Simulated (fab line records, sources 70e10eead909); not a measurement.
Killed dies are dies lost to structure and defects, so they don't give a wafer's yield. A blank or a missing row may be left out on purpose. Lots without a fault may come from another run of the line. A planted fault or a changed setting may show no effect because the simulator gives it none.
fab line records | flow nand_harc
record lots=22 wafers=66 last_day=33
route steps=1302 shown P_CONTACT@237 P_M0@267
lots that met no fault: from a run of the same line without faults
start_h: hours from the record's first day to the start of the lot's first wafer shown | wait_h: hours since the lot's step before | " the same as in the row above | L1.1+2: a row that stands for several wafers | - no value, or no start given | * or withheld: withheld | < > ~ a bound
route shown NAME@n: a module of which the file shows steps, and the number in the route of the first | usual: mean/standard deviation of fault-free wafers | same: alike in all rows | chamber/n: place in a boat | sites: the reading at each site | _std_site: their standard deviation | _edge_site: outer sites' mean less inner sites' | radius_mm: how far each site lies from the wafer's centre | mask NAME#n: copy n | behind: the tool/chamber that last shaped the wafer | hold: why the lot was held/for how many hours/how that ended | device: the transistor (n, p or np) that didn't switch | end of line: the same wafers' tests at the end of the route | a step without rows: its recipe alone | killed: dies lost to structure and defects at the first sort, not the wafer's yield | map: a wafer's dies, x killed, . not, _ none there
set.NAME: the setting as run; set.NAME@STEP: as run at that earlier step | model.NAME: the simulator's own value behind a step, which no gauge read
steps of the route over a sample of lots; a table a step, a row a wafer
services: from which hour (start_h, from the record's first day; less than 0 if before it) a tool's chamber was out of use, for how many hours, and why
## steps
# step NHARC_P_CONTACT_ETCH_36
# recipe target_depth_a=2600 over_etch_frac=0.25 time_s=406.25 ion_energy_ev=200 n2_flow_sccm=150 h2_flow_sccm=150 ar_flow_sccm=0 rf_w=400 bias_w=150 chemistry=N2/H2
# usual chamber_pressure_mTorr=29.997/0.028 drypump_motor_current_A=5.7/0.42 oes_product_au=0.998/0.011 rf_vpp_V=431/3.1 showerhead_plenum_p_Torr=2.07/0.11 throttle_valve_pct=14.170/0.0089
# same time_s=406.25
# columns lot.wafer tool chamber start_h wait_h chamber_pressure_mTorr drypump_motor_current_A oes_product_au rf_hours_counter_h rf_vpp_V showerhead_plenum_p_Torr throttle_valve_pct
L074.4 rie_diel-03 1 - - 30.035 6.1 1.005 0.1 428 1.92 14.172
L074.5 " 0 " " 29.995 5.2 0.989 - 434 2.16 14.153
L074.6 " 1 " " 29.977 6.1 1.003 - 427 1.92 14.183
L076.4 rie_diel-01 3 - - 29.986 5.1 1.008 6.6 426 1.90 14.169
L076.2 " 0 " " 29.995 5.9 0.996 6.6 431 2.05 14.166
L076.6 " 3 " " 30.034 5.1 1.017 - 428 1.90 14.175
L077.1 rie_diel-01 2 - - 29.940 5.9 0.995 7.1 435 2.19 14.169
L077.4 " 3 " " 29.967 5.1 1.027 7.9 426 1.90 14.159
L077.6 " 2 " " 29.954 5.9 0.997 - 435 2.19 14.168
L078.3 rie_diel-03 0 - - 29.999 5.2 0.990 1.1 434 2.16 14.172
L078.2 " 1 " " 30.023 6.0 1.003 1.1 427 1.92 14.176
L078.4 " 2 " " 29.995 5.2 0.991 1.0 435 2.20 14.162
L079.4 rie_diel-01 0 - - 30.030 5.9 0.999 9.0 430 2.05 14.164
L079.2 " 3 " " 29.984 5.1 1.002 9.2 427 1.90 14.172
L079.6 " 0 " " 29.997 5.9 0.997 - 430 2.05 14.180
L080.2 rie_diel-03 0 - - 29.976 5.3 0.990 1.9 434 2.16 14.180
L080.6 " 3 " " 30.011 5.6 0.992 - 428 1.93 14.177
L080.5 " 0 " " 30.010 5.2 0.984 - 434 2.16 14.179
L081.1 rie_diel-03 3 - - 29.995 5.6 1.005 2.1 427 1.93 14.170
L081.6 " 3 " " 30.001 5.6 1.006 - 427 1.93 14.164
L081.5 " 0 " " 29.977 5.2 0.981 - 433 2.16 14.176
L082.1 rie_diel-03 3 - - 30.004 5.6 1.007 2.5 428 1.93 14.165
L082.4 " 1 " " 29.993 6.1 1.002 2.9 426 1.92 14.164
L082.6 " 2 " " 29.978 5.2 0.994 - 434 2.19 14.177
L083.2 rie_diel-12 0 - - 29.976 5.6 1.015 2.5 435 2.21 14.182
L083.4 " 1 " " 29.964 5.6 1.014 2.3 431 2.08 14.157
L083.3 " 3 " " 30.000 5.8 0.986 2.3 431 2.08 14.175
L085.4 rie_diel-12 0 - - 29.999 5.6 1.003 3.6 434 2.21 14.177
L085.2 " 1 " " 29.950 5.6 1.008 3.6 430 2.08 14.182
L085.5 " 2 " " 29.993 6.7 0.992 - 436 2.18 14.181
L086.1 rie_diel-12 2 - - 30.011 6.7 0.992 3.5 434 2.18 14.170
L086.5 " 1 " " 29.995 5.6 1.014 - 432 2.08 14.169
L086.6 " 2 " " 30.006 6.7 0.993 - 434 2.18 14.178
L087.3 rie_diel-01 0 - - 30.043 5.9 1.004 1.2 431 2.05 14.170
L087.1 " 3 " " 29.998 5.1 1.009 1.4 426 1.90 14.156
L087.5 " 1 " " 30.010 5.5 1.006 - 428 2.00 14.164
L088.2 rie_diel-01 1 - - 29.988 5.5 0.992 1.7 430 2.00 14.165
L088.4 " 0 " " 30.008 5.9 0.999 1.7 430 2.05 14.164
L088.6 " 2 " " 29.991 5.9 0.987 - 433 2.19 14.175
L089.2 rie_diel-03 3 - - 30.034 5.6 0.998 3.7 428 1.93 14.160
L089.3 " 0 " " 30.035 5.2 1.004 4.1 433 2.16 14.167
L089.6 " 1 " " 29.934 6.0 1.000 - 426 1.92 14.166
L090.1 rie_diel-01 2 - - 30.013 5.9 0.997 3.3 437 2.19 14.175
L090.4 " 3 " " 30.009 5.1 1.022 - 425 1.90 14.157
L090.5 " 1 " " 29.998 5.5 0.992 - 430 2.00 14.168
L091.2 rie_diel-12 3 - - 29.969 5.8 0.990 0.5 431 2.08 14.168
L091.3 " 0 " " 29.986 5.6 1.017 0.5 435 2.21 14.167
L091.4 " 2 " " 30.034 6.7 1.015 0.4 434 2.18 14.168
L092.4 rie_diel-01 1 - - 30.020 5.5 0.988 4.0 431 2.00 14.165
L092.5 " 1 " " 30.038 5.5 0.984 - 429 2.00 14.170
L092.6 " 2 " " 29.943 5.9 0.982 - 435 2.19 14.182
L093.2 rie_diel-01 2 - - 30.026 5.9 1.000 4.6 435 2.19 14.164
L093.3 " 3 " " 29.984 5.1 1.015 4.9 426 1.90 14.171
L093.6 " 0 " " 30.008 5.9 0.998 - 428 2.04 14.182
L094.4 rie_diel-03 0 - - 29.953 5.2 0.991 0.3 434 2.16 14.174
L094.1 " 2 " " 30.013 5.1 0.984 0.2 433 2.19 14.176
L094.5 " 1 " " 30.001 6.1 0.989 - 428 1.92 14.169
L095.1 rie_diel-12 2 - - 29.984 6.7 1.020 1.1 435 2.18 14.166
L095.3 " 0 " " 29.997 5.6 1.009 1.2 434 2.20 14.177
L095.4 " 0 " " 29.973 5.7 1.009 - 436 2.21 14.172
L096.1 rie_diel-03 1 - - 30.003 6.1 0.991 1.1 426 1.92 14.185
L096.3 " 0 " " 29.964 5.2 0.995 1.0 434 2.16 14.156
L096.6 " 2 " " 30.008 5.2 0.996 - 434 2.19 14.184
L097.4 rie_diel-12 0 - - 29.973 5.6 1.001 2.1 433 2.20 14.166
L097.2 " 1 " " 30.020 5.6 0.985 2.0 431 2.08 14.177
L097.5 " 2 " " 29.986 6.7 1.008 - 434 2.18 14.172
# step NHARC_P_CONTACT_ALD_22
# recipe target_thk_a=30 pulse_time_s=1 ald_cycles=150 temp_c=450 material=TiN
# usual heater_power_w=1150/180 precursor_pulse_height_rel=0.999/0.02
# columns lot.wafer tool chamber start_h wait_h heater_power_w precursor_pulse_height_rel
L074.4 ald_metal-02 0 118.16 - 1226 0.970
L074.6 " 0 " " 1274 1.025
L074.5 " 1 " " 1214 0.987
L076.2 ald_metal-01 0 137.62 - 1165 1.006
L076.4 " 1 " " 981 0.996
L076.6 " 3 " " 1305 0.997
L077.4 ald_metal-03 2 150.59 - 1070 1.004
L077.1 " 3 " " 952 0.996
L077.6 " 2 " " 1073 1.009
L078.3 ald_metal-02 0 153.82 - 1258 0.987
L078.2 " 1 " " 1171 0.975
L078.4 " 2 " " 1520 1.001
L079.4 ald_metal-01 2 166.80 - 1168 1.011
L079.2 " 0 " " 1152 0.953
L079.6 " 2 " " 1187 0.961
L080.2 ald_metal-02 2 180.05 - 1507 0.999
L080.5 " 0 " " 1262 1.003
L080.6 " 2 " " 1508 1.005
L081.1 ald_metal-02 3 192.80 - 841 0.995
L081.6 " 2 " " 1557 0.986
L081.5 " 3 " " 847 1.018
L082.1 ald_metal-01 0 201.28 - 1239 0.999
L082.4 " 1 " " 1033 1.017
L082.6 " 1 " " 981 1.020
L083.2 ald_metal-03 2 204.61 - 1076 0.974
L083.3 " 0 " " 1164 0.985
L083.4 " 1 " " 1097 0.977
L085.2 ald_metal-02 1 230.03 - 1187 1.002
L085.4 " 2 " " 1489 0.972
L085.5 " 0 " " 1254 1.015
L086.1 ald_metal-02 2 236.56 - 1542 1.007
L086.6 " 0 " " 1242 0.961
L086.5 " 1 " " 1244 0.989
L087.3 ald_metal-02 1 252.40 - 1201 1.029
L087.1 " 3 " " 837 1.022
L087.5 " 1 " " 1200 1.011
L088.2 ald_metal-01 3 266.72 - 1233 0.978
L088.4 " 0 " " 1233 0.996
L088.6 " 1 " " 1006 0.997
L089.2 ald_metal-03 2 267.14 - 1091 1.014
L089.3 " 1 " " 1009 0.967
L089.6 " 2 " " 1065 1.004
L090.1 ald_metal-01 1 285.52 - 1023 0.998
L090.4 " 2 " " 1158 1.000
L090.5 " 1 " " 1011 0.961
L091.2 ald_metal-02 2 289.57 - 1375 1.035
L091.4 " 0 " " 1250 1.021
L091.3 " 1 " " 1260 1.003
L092.4 ald_metal-01 2 309.33 - 1142 1.023
L092.6 " 1 " " 1029 1.011
L092.5 " 2 " " 1148 0.998
L093.3 ald_metal-01 2 314.14 - 1167 1.033
L093.2 " 3 " " 1243 1.017
L093.6 " 3 " " 1227 0.991
L094.4 ald_metal-03 1 319.45 - 1010 1.034
L094.1 " 2 " " 1070 1.047
L094.5 " 0 " " 1170 0.976
L095.1 ald_metal-02 0 324.34 - 1243 1.009
L095.4 " 2 " " 1416 0.985
L095.3 " 3 " " 851 1.041
L096.1 ald_metal-02 3 338.82 - 875 1.046
L096.3 " 1 " " 1264 1.016
L096.6 " 2 " " 1452 0.994
L097.4 ald_metal-02 2 350.13 - 1413 0.989
L097.2 " 3 " " 830 1.009
L097.5 " 2 " " 1439 0.991
# step NHARC_P_CONTACT_CMP_24
# recipe t_overpolish_s=30 target_thk_nm=200
# usual motor_current_A=12.0/1.5 overpolish_run_s=30.000/0.0091 retaining_ring_pressure_frac=0.999/0.0051 time_to_endpoint_s=40/3.4
# columns lot.wafer tool chamber start_h wait_h motor_current_A overpolish_run_s retaining_ring_pressure_frac time_to_endpoint_s
L074.4 cmp-04 2 119.05 0.4 10.2 29.995 0.992 42
L074.5 " 0 " " 12.5 30.005 1.000 41
L074.6 " 1 " " 12.3 30.002 0.998 50
L076.4 cmp-04 3 138.45 0.3 12.3 29.997 0.998 42
L076.2 " 0 " " 11.9 30.011 1.000 43
L076.6 " 2 " " 10.7 30.002 0.996 44
L077.1 cmp-01 2 151.51 0.5 11.7 29.996 1.008 39
L077.4 " 3 " " 11.5 30.014 0.993 34
L077.6 " 1 " " 15.5 29.994 0.997 39
L078.3 cmp-01 0 154.68 0.3 10.2 30.002 0.997 38
L078.4 " 1 " " 14.8 30.005 1.003 41
L078.2 " 2 " " 12.4 30.006 0.997 40
L079.4 cmp-04 0 167.67 0.3 12.3 30.012 1.004 41
L079.2 " 1 " " 11.8 29.981 1.014 46
L079.6 " 1 " " 11.5 29.992 1.017 46
L080.2 cmp-03 1 180.94 0.6 14.5 30.013 0.996 34
L080.5 " 3 " " 11.6 30.009 1.001 39
L080.6 " 0 " " 10.9 29.996 0.991 39
L081.1 cmp-01 1 193.70 0.5 15.6 30.008 0.998 39
L081.5 " 2 " " 12.0 30.024 1.008 40
L081.6 " 3 " " 10.8 29.990 0.998 35
L082.1 cmp-04 2 202.14 0.6 9.8 29.997 1.001 40
L082.4 " 1 " " 11.8 29.990 1.004 46
L082.6 " 3 " " 12.9 30.015 0.995 43
L083.4 cmp-03 3 205.44 0.3 10.5 30.004 0.994 37
L083.2 " 1 " " 13.2 29.996 0.999 35
L083.3 " 2 " " 11.6 30.005 0.991 37
L085.4 cmp-01 2 230.87 0.3 12.1 29.988 0.996 42
L085.2 " 3 " " 11.4 30.004 1.007 35
L085.5 " 1 " " 14.9 30.003 1.001 43
L086.1 cmp-04 0 237.40 0.6 12.2 29.997 1.001 44
L086.5 " 3 " " 12.4 29.998 1.003 44
L086.6 " 0 " " 12.8 30.006 1.001 41
L087.1 cmp-04 0 253.23 0.5 12.0 29.975 0.996 39
L087.3 " 2 " " 9.8 29.993 0.996 38
L087.5 " 0 " " 12.5 30.001 0.998 40
L088.2 cmp-01 1 267.58 0.5 15.0 30.007 0.997 44
L088.4 " 2 " " 12.5 30.010 1.002 45
L088.6 " 0 " " 10.3 30.002 1.003 46
L089.3 cmp-03 3 268.09 0.4 11.2 30.001 1.004 39
L089.2 " 0 " " 10.6 30.010 1.005 43
L089.6 " 3 " " 11.7 29.998 0.992 39
L090.4 cmp-04 3 286.36 0.4 12.7 29.982 1.000 40
L090.1 " 0 " " 12.3 30.008 0.993 39
L090.5 " 3 " " 12.4 30.003 0.999 40
L091.3 cmp-01 1 290.42 0.3 15.3 30.002 0.999 40
L091.2 " 2 " " 11.9 30.007 1.000 38
L091.4 " 0 " " 10.9 30.008 1.001 36
L092.4 cmp-01 3 310.21 0.3 11.2 30.003 1.001 32
L092.5 " 1 " " 14.4 30.000 0.994 39
L092.6 " 2 " " 13.0 30.007 0.998 41
L093.3 cmp-01 2 315.01 0.3 12.8 29.998 1.003 42
L093.2 " 3 " " 11.1 29.998 1.000 35
L093.6 " 1 " " 14.9 29.997 1.000 43
L094.4 cmp-04 2 320.29 0.3 10.0 30.008 1.006 39
L094.1 " 3 " " 12.4 30.000 1.003 40
L094.5 " 2 " " 10.3 30.005 1.003 38
L095.1 cmp-04 3 325.18 0.6 12.9 29.994 0.998 38
L095.4 " 0 " " 12.6 29.993 0.997 35
L095.3 " 1 " " 12.1 29.989 0.988 43
L096.1 cmp-01 3 339.66 0.5 10.6 30.009 0.996 35
L096.3 " 1 " " 14.7 30.021 0.997 40
L096.6 " 3 " " 11.2 29.999 1.000 33
L097.2 cmp-04 2 350.97 0.5 10.3 30.013 0.995 39
L097.4 " 3 " " 12.5 30.004 1.005 41
L097.5 " 3 " " 12.4 29.982 1.003 39
# step NHARC_P_M0_ETCH_34
# recipe target_depth_a=400 overetch_a=120 time_s=43.94 ion_energy_ev=200 n2_flow_sccm=150 h2_flow_sccm=150 ar_flow_sccm=0 rf_w=400 bias_w=150 chemistry=N2/H2
# usual chamber_pressure_mTorr=29.998/0.026 drypump_motor_current_A=5.7/0.43 oes_product_au=1.000/0.0086 rf_vpp_V=431.6/2.8 showerhead_plenum_p_Torr=2.08/0.098 throttle_valve_pct=14.171/0.0095
# same time_s=43.94
# columns lot.wafer tool chamber start_h wait_h chamber_pressure_mTorr drypump_motor_current_A oes_product_au rf_hours_counter_h rf_vpp_V showerhead_plenum_p_Torr throttle_valve_pct
L074.4 rie_diel-11 3 120.69 0.1 29.965 5.4 1.011 - 434.2 2.14 14.176
L074.6 " 0 " " 30.015 6.0 1.005 - 434.1 2.19 14.177
L074.5 " 3 " " 29.997 5.4 1.005 - 433.8 2.14 14.180
L076.2 rie_diel-04 3 140.07 0.1 29.971 6.4 0.999 40 429.1 2.01 14.168
L076.4 " 0 " " 30.004 6.0 0.994 35 433.5 2.14 14.172
L076.6 " 0 " " 29.923 6.1 0.997 - 434.1 2.14 14.174
L077.4 rie_diel-04 2 153.06 0.1 29.981 6.0 1.004 52 425.4 1.89 14.170
L077.1 " 3 " " 29.992 6.4 0.991 44 432.0 2.01 14.173
L077.6 " 2 " " 30.047 6.0 0.997 - 424.4 1.89 14.164
L078.3 rie_diel-11 0 156.25 0.1 30.057 6.0 0.996 9 435.1 2.19 14.177
L078.4 " 1 " " 30.007 5.8 0.999 5 427.8 1.98 14.162
L078.2 " 2 " " 30.058 5.2 1.001 8 432.5 2.13 14.158
L079.4 rie_diel-11 3 169.38 0.1 29.981 5.4 1.013 13 433.0 2.14 14.184
L079.2 " 2 " " 30.006 5.2 1.012 11 433.1 2.13 14.148
L079.6 " 3 " " 29.983 5.4 1.002 - 432.2 2.14 14.181
L080.2 rie_diel-11 0 182.47 0.1 29.997 6.0 0.991 13 435.6 2.19 14.178
L080.5 " 3 " " 29.981 5.4 1.010 - 433.4 2.14 14.177
L080.6 " 0 " " 29.988 6.0 0.999 - 433.9 2.19 14.181
L081.1 rie_diel-13 2 195.19 0.1 30.004 5.9 1.002 8 431.2 2.07 14.195
L081.5 " 2 " " 29.981 5.9 1.001 - 431.8 2.08 14.173
L081.6 " 3 " " 30.035 6.6 1.004 - 428.3 1.93 14.163
L082.4 rie_diel-13 1 203.84 0.1 30.015 5.5 0.996 9 427.8 1.91 14.165
L082.1 " 2 " " 30.011 5.9 0.990 9 431.3 2.08 14.171
L082.6 " 1 " " 29.961 5.5 0.997 - 426.4 1.91 14.158
L083.3 rie_diel-11 1 207.03 0.1 29.958 5.8 0.995 15 426.8 1.98 14.188
L083.2 " 2 " " 30.013 5.2 0.992 18 431.5 2.13 14.189
L083.4 " 0 " " 29.998 6.0 0.995 - 434.2 2.19 14.165
L085.2 rie_diel-11 2 232.33 0.1 29.992 5.2 0.984 20 433.2 2.13 14.193
L085.5 " 0 " " 29.993 6.0 1.000 - 434.6 2.19 14.167
L085.4 " 2 " " 30.029 5.2 1.002 - 433.8 2.13 14.178
L086.1 rie_diel-11 1 238.97 0.1 30.014 5.8 0.992 17 429.4 1.97 14.180
L086.6 " 2 " " 30.023 5.2 1.007 - 432.0 2.13 14.177
L086.5 " 3 " " 30.040 5.4 1.011 - 434.7 2.14 14.158
L087.1 rie_diel-11 3 254.71 0.1 29.977 5.4 1.014 23 433.3 2.14 14.158
L087.3 " 0 " " 30.012 6.0 1.007 23 434.4 2.19 14.172
L087.5 " 1 " " 30.031 5.8 0.996 - 430.1 1.97 14.174
L088.2 rie_diel-11 0 268.98 0.1 29.996 6.0 1.002 1 434.4 2.19 14.172
L088.4 " 1 " " 30.005 5.8 0.994 2 427.3 1.97 14.179
L088.6 " 3 " " 29.968 5.4 0.994 - 432.8 2.13 14.181
L089.3 rie_diel-11 0 269.55 0.1 29.967 6.0 1.005 1 435.5 2.19 14.175
L089.2 " 2 " " 30.017 5.2 0.995 2 433.7 2.12 14.170
L089.6 " 0 " " 30.025 6.0 1.002 - 434.1 2.19 14.164
L090.1 rie_diel-04 0 287.95 0.1 29.950 6.1 0.994 32 432.4 2.13 14.186
L090.4 " 1 " " 29.920 4.8 0.990 31 433.1 2.16 14.189
L090.5 " 2 " " 30.012 6.0 1.012 - 426.5 1.88 14.182
L091.2 rie_diel-04 1 292.14 0.2 30.007 4.8 0.991 32 432.6 2.16 14.159
L091.3 " 0 " " 29.981 6.1 1.000 34 432.0 2.13 14.175
L091.4 " 1 " " 29.973 4.8 0.997 - 433.1 2.16 14.177
L092.4 rie_diel-13 2 311.74 0.1 30.001 5.9 1.007 57 430.7 2.06 14.188
L092.5 " 1 " " 29.989 5.5 0.992 - 426.6 1.89 14.154
L092.6 " 2 " " 29.950 5.9 1.002 - 430.8 2.06 14.170
L093.2 rie_diel-11 2 316.57 0.1 29.963 5.2 1.002 10 434.8 2.12 14.166
L093.3 " 0 " " 29.997 6.0 0.995 6 432.6 2.18 14.186
L093.6 " 1 " " 30.014 5.8 0.982 - 430.0 1.97 14.179
L094.1 rie_diel-04 0 321.87 0.1 29.985 6.1 0.989 41 431.7 2.12 14.175
L094.4 " 1 " " 30.010 4.8 0.985 39 433.7 2.16 14.143
L094.5 " 0 " " 29.992 6.1 0.998 - 432.4 2.12 14.175
L095.1 rie_diel-11 1 326.75 0.1 30.028 5.8 1.004 9 426.6 1.97 14.175
L095.3 " 2 " " 29.988 5.2 1.004 11 433.5 2.12 14.162
L095.4 " 3 " " 30.006 5.4 0.999 10 432.7 2.13 14.173
L096.1 rie_diel-11 0 341.22 0.1 29.997 6.0 0.994 11 435.5 2.18 14.168
L096.3 " 2 " " 29.990 5.2 0.997 16 431.5 2.12 14.161
L096.6 " 3 " " 30.006 5.4 0.987 - 434.2 2.13 14.167
L097.2 rie_diel-04 2 352.56 0.1 29.992 6.0 1.028 48 425.5 1.87 14.164
L097.4 " 3 " " 30.050 6.3 1.018 57 428.2 1.98 14.165
L097.5 " 1 " " 29.965 4.8 1.007 - 433.8 2.16 14.165
# step NHARC_P_M0_STRIP_18
# recipe power_w=1000 n2_flow_sccm=150 h2_flow_sccm=150 ar_flow_sccm=0 bias_w=0 chemistry=N2/H2
# usual chamber_pressure_mTorr=30.000/0.028 drypump_motor_current_A=5.7/0.4 oes_product_au=1.001/0.0089 rf_vpp_V=90.8/0.97 showerhead_plenum_p_Torr=2.06/0.097 throttle_valve_pct=14.171/0.0098
# columns lot.wafer tool chamber start_h wait_h chamber_pressure_mTorr drypump_motor_current_A oes_product_au rf_hours_counter_h rf_vpp_V showerhead_plenum_p_Torr throttle_valve_pct
L074.4 rie_diel-13 1 121.02 0.1 30.044 5.5 0.996 46 91.4 1.91 14.161
L074.5 " 1 " " 30.017 5.5 1.004 - 89.4 1.91 14.171
L074.6 " 2 " " 30.021 5.9 1.009 - 90.3 2.08 14.167
L076.2 rie_diel-11 0 140.35 0.1 29.977 6.0 0.992 7 92.3 2.19 14.166
L076.4 " 1 " " 29.964 5.8 1.000 4 91.0 1.98 14.159
L076.6 " 1 " " 29.973 5.8 1.007 - 90.8 1.98 14.172
L077.1 rie_diel-11 1 153.40 0.1 29.959 5.8 1.006 5 89.5 1.98 14.186
L077.4 " 3 " " 29.973 5.4 1.016 10 92.5 2.14 14.177
L077.6 " 1 " " 29.980 5.8 0.995 - 91.3 1.98 14.159
L078.3 rie_diel-13 2 156.53 0.1 29.964 5.9 0.987 56 89.5 2.08 14.164
L078.2 " 3 " " 29.965 6.6 1.002 48 90.0 1.93 14.167
L078.4 " 0 " " 30.027 5.9 0.993 50 92.2 2.00 14.174
L079.2 rie_diel-11 1 169.67 0.1 29.982 5.8 0.996 9 89.7 1.98 14.173
L079.4 " 3 " " 30.011 5.4 0.997 13 91.6 2.14 14.166
L079.6 " 1 " " 30.006 5.8 1.002 - 89.4 1.98 14.171
L080.2 rie_diel-11 1 182.75 0.1 29.991 5.8 0.987 11 89.4 1.98 14.174
L080.5 " 1 " " 30.018 5.8 0.994 - 90.0 1.98 14.180
L080.6 " 2 " " 30.029 5.2 1.003 - 92.3 2.13 14.166
L081.1 rie_diel-04 3 195.48 0.1 29.959 6.4 1.016 1 91.4 2.00 14.176
L081.6 " 3 " " 29.952 6.4 1.010 - 90.1 2.00 14.180
L081.5 " 0 " " 30.038 6.1 1.010 - 90.7 2.14 14.160
L082.1 rie_diel-11 2 204.13 0.1 29.975 5.2 1.014 17 90.9 2.13 14.166
L082.4 " 1 " " 30.022 5.8 0.997 14 89.6 1.97 14.158
L082.6 " 3 " " 29.981 5.4 1.020 - 91.1 2.14 14.176
L083.2 rie_diel-11 0 207.34 0.1 29.946 6.0 1.002 18 90.3 2.19 14.160
L083.3 " 2 " " 29.986 5.2 0.998 18 90.5 2.13 14.169
L083.4 " 0 " " 30.008 6.0 1.006 - 91.6 2.19 14.162
L085.2 rie_diel-13 0 232.64 0.1 29.954 5.9 0.999 17 91.0 1.99 14.171
L085.4 " 3 " " 30.049 6.6 0.990 19 91.9 1.93 14.172
L085.5 " 1 " " 29.973 5.5 0.999 - 90.1 1.90 14.175
L086.1 rie_diel-11 1 239.27 0.1 29.975 5.8 0.990 17 91.0 1.97 14.168
L086.6 " 0 " " 30.026 6.0 0.998 - 92.1 2.19 14.182
L086.5 " 1 " " 29.990 5.8 0.997 - 90.1 1.97 14.179
L087.3 rie_diel-11 0 254.99 0.1 29.984 6.0 1.008 23 91.7 2.19 14.164
L087.1 " 3 " " 30.030 5.4 1.025 23 90.9 2.14 14.159
L087.5 " 0 " " 29.995 6.0 1.012 - 92.1 2.19 14.187
L088.2 rie_diel-13 3 269.26 0.1 30.028 6.6 0.995 35 90.4 1.92 14.183
L088.4 " 1 " " 29.990 5.5 0.987 40 89.1 1.89 14.181
L088.6 " 0 " " 30.007 5.9 0.993 - 90.3 1.98 14.169
L089.3 rie_diel-11 1 269.83 0.1 30.008 5.8 1.006 2 89.6 1.97 14.171
L089.2 " 2 " " 30.004 5.2 1.001 2 91.1 2.12 14.181
L089.6 " 1 " " 29.982 5.8 1.008 - 90.7 1.97 14.179
L090.1 rie_diel-11 2 288.47 0.3 29.992 5.2 0.999 5 90.2 2.12 14.167
L090.4 " 1 " " 30.018 5.8 0.991 5 89.6 1.97 14.161
L090.5 " 3 " " 30.026 5.4 0.999 - 90.4 2.13 14.184
L091.2 rie_diel-04 3 292.45 0.1 30.029 6.4 1.002 33 90.7 1.99 14.173
L091.3 " 0 " " 29.988 6.1 0.990 34 92.5 2.13 14.186
L091.4 " 0 " " 29.947 6.1 0.995 - 91.0 2.13 14.164
L092.4 rie_diel-11 3 312.02 0.1 30.024 5.5 0.991 9 92.4 2.13 14.167
L092.6 " 3 " " 29.983 5.4 0.992 - 90.6 2.13 14.174
L092.5 " 0 " " 29.964 6.0 0.992 - 91.4 2.18 14.181
L093.3 rie_diel-13 0 316.90 0.1 30.010 5.9 0.994 45 91.2 1.98 14.183
L093.2 " 1 " " 30.043 5.5 0.999 55 90.1 1.89 14.152
L093.6 " 2 " " 29.936 5.9 1.010 - 89.6 2.06 14.179
L094.1 rie_diel-11 1 322.15 0.1 29.985 5.8 0.997 8 90.9 1.97 14.184
L094.4 " 0 " " 29.963 6.0 0.995 6 90.2 2.18 14.182
L094.5 " 2 " " 29.994 5.2 1.004 - 91.3 2.12 14.172
L095.1 rie_diel-11 2 327.06 0.1 30.024 5.2 1.004 11 90.7 2.12 14.169
L095.4 " 3 " " 29.973 5.4 0.987 10 90.8 2.13 14.170
L095.3 " 0 " " 29.973 6.0 1.006 8 92.4 2.18 14.176
L096.3 rie_diel-13 2 341.53 0.1 29.979 5.9 1.002 66 91.0 2.05 14.156
L096.1 " 0 " " 29.970 5.9 0.993 60 90.2 1.97 14.170
L096.6 " 1 " " 30.057 5.5 0.998 - 89.8 1.89 14.157
L097.4 rie_diel-11 2 352.88 0.1 29.996 5.2 1.011 18 92.5 2.12 14.167
L097.2 " 0 " " 30.034 6.0 1.001 13 90.7 2.18 14.170
L097.5 " 2 " " 29.974 5.2 1.015 - 91.0 2.12 14.172
# step NHARC_P_M0_PVD_21
# recipe target_thk_a=300 chamber_pressure_pa=5 power_w=5000 substrate_temp_c=30 time_s=20.49 material=Cu
# usual throttle_valve_pct=30.3/0.93
# same time_s=20.49
# columns lot.wafer tool chamber start_h wait_h throttle_valve_pct
L074.4 pvd_sputter-02 - - - 29.9
L074.6 " - " " 29.7
L074.5 " - " " 30.6
L076.2 pvd_sputter-01 - - - 29.1
L076.4 " - " " 29.7
L076.6 " - " " 29.2
L077.1 pvd_sputter-03 - - - 28.9
L077.4 " - " " 31.6
L077.6 " - " " 29.4
L078.2 pvd_sputter-01 - - - 29.3
L078.3 " - " " 29.7
L078.4 " - " " 33.0
L079.2 pvd_sputter-02 - - - 30.0
L079.4 " - " " 29.7
L079.6 " - " " 29.5
L080.2 pvd_sputter-02 - - - 29.5
L080.6 " - " " 30.4
L080.5 " - " " 29.7
L081.1 pvd_sputter-03 - - - 30.2
L081.5 " - " " 29.7
L081.6 " - " " 30.5
L082.4 pvd_sputter-01 - - - 29.8
L082.1 " - " " 32.9
L082.6 " - " " 32.7
L083.4 pvd_sputter-03 - 208.33 0.1 31.7
L083.3 " - " " 29.8
L083.2 " - " " 30.3
L085.2 pvd_sputter-02 - - - 30.7
L085.4 " - " " 29.6
L085.5 " - " " 29.6
L086.1 pvd_sputter-02 - - - 29.9
L086.5 " - " " 29.7
L086.6 " - " " 29.9
L087.1 pvd_sputter-01 - - - 32.5
L087.3 " - " " 29.4
L087.5 " - " " 29.4
L088.4 pvd_sputter-03 - - - 30.3
L088.2 " - " " 29.7
L088.6 " - " " 30.5
L089.3 pvd_sputter-03 - - - 29.7
L089.2 " - " " 31.0
L089.6 " - " " 29.8
L090.4 pvd_sputter-03 - - - 31.2
L090.1 " - " " 31.3
L090.5 " - " " 31.3
L091.2 pvd_sputter-02 - - - 30.4
L091.3 " - " " 30.5
L091.4 " - " " 30.3
L092.4 pvd_sputter-03 - - - 31.1
L092.6 " - " " 29.7
L092.5 " - " " 30.4
L093.2 pvd_sputter-03 - - - 31.4
L093.3 " - " " 31.6
L093.6 " - " " 30.4
L094.4 pvd_sputter-01 - - - 29.4
L094.1 " - " " 32.4
L094.5 " - " " 29.4
L095.1 pvd_sputter-03 - - - 31.2
L095.4 " - " " 29.8
L095.3 " - " " 30.4
L096.3 pvd_sputter-01 - - - 29.4
L096.1 " - " " 29.3
L096.6 " - " " 29.6
L097.2 pvd_sputter-02 - - - 30.3
L097.4 " - " " 30.3
L097.5 " - " " 30.4
## services
# columns tool chamber start_h hours kind
rie_diel-11 1 98.43 5.2 repair
rie_diel-11 1 107.65 16.9 repair
cmp-04 - 109.04 0.8 repair
cmp-04 - 111.02 4.0 pm
rie_diel-11 2 113.66 9.6 repair
rie_diel-13 1 130.15 6.9 repair
cmp-04 - 134.20 1.2 repair
cmp-01 - 161.49 12.3 repair
rie_diel-13 - 165.06 9.0 pm
pvd_sputter-03 - 170.02 10.0 pm
ald_metal-02 3 171.67 10.2 repair
cmp-01 - 185.50 4.0 pm
rie_diel-11 0 191.82 5.7 repair
rie_diel-11 3 206.70 10.3 repair
cmp-04 - 209.02 4.0 pm
rie_diel-13 - 211.85 0.2 repair
rie_diel-11 - 213.39 0.3 repair
rie_diel-13 0 219.10 4.8 repair
rie_diel-11 1 225.57 8.5 repair
ald_metal-02 - 254.00 10.0 pm
rie_diel-11 - 255.67 9.0 pm
rie_diel-11 0 280.53 5.0 repair
cmp-04 - 307.02 4.0 pm
rie_diel-11 - 349.18 0.6 repair
## key
fault none
